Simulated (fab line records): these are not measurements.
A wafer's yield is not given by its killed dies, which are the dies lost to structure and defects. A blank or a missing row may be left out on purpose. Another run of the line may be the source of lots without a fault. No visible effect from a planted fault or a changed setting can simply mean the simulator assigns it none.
Chamber matching ; flow n5_finfet ; pecvd-01 running N5_PMOS_HMC_CHANNEL_EPI_HM_DEP_34: 3 sister chambers
The step deposits SiO2 from TEOS/O2, target thk 36 nm, time 6.9 s. 27 wafers are shown with their chamber, then 12 later ones without.

WAFERS WITH THEIR CHAMBER
wafer;chamber;throttle_valve_pct (%);heater_power_w (W);showerhead_plenum_p_Torr (Torr)
L076.1;2;17.5;814;8.337
L076.2;1;19.2;550;8.378
L076.3;0;17.6;516;8.336
L076.4;0;18.1;514;8.333
L076.5;1;19.1;551;8.375
L076.6;2;17.6;811;8.336
L077.1;2;17.5;768;8.327
L077.2;1;18.8;557;8.381
L077.3;0;17.7;475;8.345
L077.4;1;19.0;549;8.378
L077.5;0;18.2;484;8.353
L077.6;2;17.6;780;8.342
L079.2;2;17.8;678;8.319
L079.3;0;18.2;535;8.350
L079.4;1;19.2;597;8.354
L080.1;1;18.9;471;8.354
L080.2;2;17.8;804;8.323
L080.3;0;18.0;557;8.324
L080.4;0;18.1;558;8.363
L080.5;1;19.0;491;8.366
L080.6;2;17.9;768;8.331
L081.1;2;17.6;687;8.333
L081.4;2;17.7;697;8.317
L081.6;0;18.2;528;8.333
L084.1;2;17.8;868;8.323
L084.4;0;18.1;473;8.325
L084.5;2;17.8;866;8.341

SIGNATURES (means of the wafers above)
reading;chamber 0;chamber 1;chamber 2;scatter within a chamber
throttle_valve_pct;18.022;19.029;17.691;0.173
heater_power_w;515.56;538.00;776.45;51.4
showerhead_plenum_p_Torr;8.34022;8.36943;8.32991;0.0111
Rule: for each reading, subtract the chamber's mean from the wafer's reading, divide by that reading's scatter and square the result; add these up over the readings and take the root, which gives the wafer's distance from the chamber. The wafer belongs to the nearest chamber; if the next one is less than 2 further off, it can't be placed. The scatter is the square root of a quotient: the sum, over the shown wafers, of each reading's squared deviation from its chamber's mean, divided by wafers minus chambers.

WAFERS WHOSE CHAMBER IS MISSING
wafer;throttle_valve_pct (%);heater_power_w (W);showerhead_plenum_p_Torr (Torr)
L088.1;17.5;844;8.318
L088.2;18.2;560;8.335
L088.6;18.3;566;8.350
L089.1;18.9;575;8.372
L089.2;18.1;465;8.355
L089.4;18.4;462;8.333
L090.1;18.3;534;8.333
L090.2;19.0;517;8.361
L090.3;17.8;864;8.350
L094.1;18.0;776;8.344
L094.4;17.8;783;8.352
L094.6;18.0;462;8.324

EACH ONE'S CHAMBER
wafer;from the rows above;in truth
L088.1;2;2
L088.2;0;0
L088.6;0;0
L089.1;1;1
L089.2;0;0
L089.4;0;0
L090.1;0;0
L090.2;1;1
L090.3;2;2
L094.1;2;2
L094.4;2;2
L094.6;0;0
12 of 12 placed correctly. Can't be placed from these rows: 0. Wrongly placed: 0.
